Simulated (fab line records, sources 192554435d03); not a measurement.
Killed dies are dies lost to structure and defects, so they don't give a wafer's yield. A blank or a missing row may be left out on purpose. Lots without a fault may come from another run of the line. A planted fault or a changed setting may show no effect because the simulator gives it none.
Split-lot experiment | flow n5_finfet | 7 lots, 21 wafers read, on a route of 1938 steps

THE SPLIT
At N5_BEOL_M14_EXPOSE_25 (exposes mask M14, target cd 280 nm), the setting dose_mj was moved away from the recipe's 26.6 on 6 of the 21 wafers read, by -5.5% to +6.8%. The other wafers ran this setting at the recipe's value.

FROM THE SPLIT TO THE READING: what the file shows between them, 3 steps
- N5_BEOL_M14_PEB_26: peb time 90 s
- N5_BEOL_M14_DEVELOP_27: develop time 45 s
- N5_BEOL_M14_HARDBAKE_32: time 120 s

THE READING
cd_nm, in nm, at N5_BEOL_M14_CD_MEAS_28 (target cd 284.4 nm). Fault-free wafers of this fab line usually give 284.1 nm, standard deviation 1.3 nm.

wafer  | tool, chamber at the split | dose_mj as run | against the recipe | cd_nm, nm | against lot-mates on the recipe
L075.2 | krf_scanner-01, 0          | 26.6           | recipe             | 283.0     | -
L075.3 | krf_scanner-01, 0          | 26.6           | recipe             | 285.6     | -
L075.6 | krf_scanner-01, 0          | 26.6           | recipe             | 284.7     | -
L077.1 | krf_scanner-02, 0          | 25.8           | -3.0%              | 278.4     | -3.9
L077.2 | krf_scanner-02, 0          | 26.6           | recipe             | 282.3     | -
L077.3 | krf_scanner-02, 0          | 25.8           | -3.0%              | 277.2     | -5.1
L076.1 | krf_scanner-01, 0          | 26.6           | recipe             | 284.8     | -
L076.2 | krf_scanner-01, 0          | 26.6           | recipe             | 284.7     | -
L076.3 | krf_scanner-01, 0          | 25.13          | -5.5%              | 276.9     | -7.9
L083.3 | krf_scanner-02, 0          | 26.6           | recipe             | 286.4     | -
L083.4 | krf_scanner-02, 0          | 26.6           | recipe             | 284.9     | -
L083.5 | krf_scanner-02, 0          | 26.6           | recipe             | 284.3     | -
L085.2 | krf_scanner-01, 0          | 26.6           | recipe             | 284.9     | -
L085.4 | krf_scanner-01, 0          | 26.6           | recipe             | 284.5     | -
L085.6 | krf_scanner-01, 0          | 26.6           | recipe             | 283.1     | -
L092.1 | krf_scanner-02, 0          | 26.6           | recipe             | 287.2     | -
L092.3 | krf_scanner-02, 0          | 28.41          | +6.8%              | 296.7     | +10.3
L092.6 | krf_scanner-02, 0          | 26.6           | recipe             | 285.5     | -
L096.3 | krf_scanner-01, 0          | 27.37          | +2.9%              | 290.2     | +7.0
L096.4 | krf_scanner-01, 0          | 27.37          | +2.9%              | 289.6     | +6.4
L096.5 | krf_scanner-01, 0          | 26.6           | recipe             | 283.2     | -

THE FIT
A straight line over all 21 wafers: cd_nm changes by +1.76 nm for each +1% of dose_mj; r = +0.95; the points scatter about the line by 1.3 nm.
The same after taking each lot's own level away (the mean of its wafers on the recipe; 21 wafers): +1.61 nm for each +1%; r = +0.97; scatter 0.99 nm.
On that fit, the largest move of dose_mj shifts the reading by 11 nm.
The lots' own levels span 282.30 to 286.35 nm, that is 3.1 times the standard deviation above.
So the lot-to-lot level changes the slope little: the two slopes agree.
Check: with one of the wafers moved furthest among these (+6.8%) left out of the fit, the line predicts +11.9 nm for it against its lot-mates. It came out at +10.3 nm against them.

OTHER SPLITS ON THESE WAFERS
These wafers also went through other splits before the reading. Each is held against what the fit with the lots' levels taken away leaves over:
other split on the same wafers | wafers away from the commonest value | r with cd_nm (lot level and that fit taken away)
N5_BEOL_M13_EXPOSE_07 dose_mj  | 4                                    | +0.22

THE WHOLE CHAIN: every reading that the file lists as answering this split, in the file's order
step                   | what it does                                           | reading                                                         | change (the file's fit)              | r (the file's)
N5_BEOL_M14_CD_MEAS_28 | target cd 284.4 nm                                     | cd_nm                                                           | +1.56 nm for each +1% of the setting | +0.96
N5_BEOL_M14_DESCUM_33  | chemistry O2, time 7.9 s                               | BEOL_M14.cd_nm (the simulator's own value, which no gauge read) | +1.55 nm for each +1% of the setting | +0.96
N5_BEOL_M14_ETCH_67    | etches SiARC in CF4, target depth 143 nm, time 238.3 s | BEOL_M14.cd_nm (the simulator's own value, which no gauge read) | +1.53 nm for each +1% of the setting | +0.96
N5_BEOL_M14_ETCH_68    | etches SOC in N2/H2, time 450 s                        | BEOL_M14.cd_nm (the simulator's own value, which no gauge read) | +1.43 nm for each +1% of the setting | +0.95

THE FILE'S OWN FIT
cd_nm changes by +1.56 nm for each +1% of dose_mj, r = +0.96.
